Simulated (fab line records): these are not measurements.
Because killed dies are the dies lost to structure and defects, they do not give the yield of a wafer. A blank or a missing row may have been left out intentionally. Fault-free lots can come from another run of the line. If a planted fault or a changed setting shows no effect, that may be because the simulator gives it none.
Matching of chambers :: flow n5Finfet :: N5_BEOL_M11_CMP_52 on cmp-04: 4 sister chambers
The step polishes, stops on SiCOH lowk, t overpolish 7 s, target thk 140 nm. 8 wafers are shown with their chamber, then 9 later ones without.

WAFERS PAIRED WITH THEIR CHAMBERS
wafer: L078.4
chamber: 0
motorCurrentA (A): 7.4
timeToEndpointS (s): 68.5

wafer: L083.4
chamber: 1
motorCurrentA (A): 6.2
timeToEndpointS (s): 69.9

wafer: L083.5
chamber: 0
motorCurrentA (A): 7.0
timeToEndpointS (s): 67.0

wafer: L084.4
chamber: 2
motorCurrentA (A): 6.0
timeToEndpointS (s): 67.1

wafer: L084.5
chamber: 3
motorCurrentA (A): 7.0
timeToEndpointS (s): 65.6

wafer: L087.1
chamber: 3
motorCurrentA (A): 7.1
timeToEndpointS (s): 65.4

wafer: L087.3
chamber: 2
motorCurrentA (A): 6.0
timeToEndpointS (s): 64.7

wafer: L087.6
chamber: 1
motorCurrentA (A): 6.4
timeToEndpointS (s): 70.1

WAFERS WITH NO CHAMBER GIVEN
wafer: L086.1
motorCurrentA (A): 5.7
timeToEndpointS (s): 67.8

wafer: L086.3
motorCurrentA (A): 6.7
timeToEndpointS (s): 67.2

wafer: L086.5
motorCurrentA (A): 6.2
timeToEndpointS (s): 70.2

wafer: L090.1
motorCurrentA (A): 5.7
timeToEndpointS (s): 68.1

wafer: L090.3
motorCurrentA (A): 6.1
timeToEndpointS (s): 68.3

wafer: L090.5
motorCurrentA (A): 6.6
timeToEndpointS (s): 65.7

wafer: L092.2
motorCurrentA (A): 7.0
timeToEndpointS (s): 67.1

wafer: L092.3
motorCurrentA (A): 7.0
timeToEndpointS (s): 69.1

wafer: L092.6
motorCurrentA (A): 7.2
timeToEndpointS (s): 69.0

EACH ONE'S CHAMBER
wafer: L086.1
from the rows above: can't be placed: 2 or 1
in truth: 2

wafer: L086.3
from the rows above: can't be placed: 3 or 0 or 1 or 2
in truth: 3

wafer: L086.5
from the rows above: 1
in truth: 1

wafer: L090.1
from the rows above: can't be placed: 2 or 1
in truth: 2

wafer: L090.3
from the rows above: can't be placed: 1 or 2
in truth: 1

wafer: L090.5
from the rows above: can't be placed: 3 or 2 or 0 or 1
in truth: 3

wafer: L092.2
from the rows above: can't be placed: 0 or 3
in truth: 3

wafer: L092.3
from the rows above: can't be placed: 0 or 3
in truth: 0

wafer: L092.6
from the rows above: 0
in truth: 0
2 of 9 placed correctly. From these rows, 7 cannot be placed; in 7 the true chamber is one of the candidates. 0 placed wrongly.
How it was worked out, from the rows above alone: a wafer's distance from a chamber is the root of the sum, over the readings, of the square of ((its reading less the chamber's mean) divided by the reading's scatter). If the next closest chamber is less than 2 further off than the closest, the wafer can't be placed; otherwise it belongs to the closest. For every chamber, the mean is computed from those of its wafers that are shown. How the scatter is found: for the shown wafers, subtract from each reading the mean of its chamber, square and add these, divide the total by (wafers less chambers), then take the root.
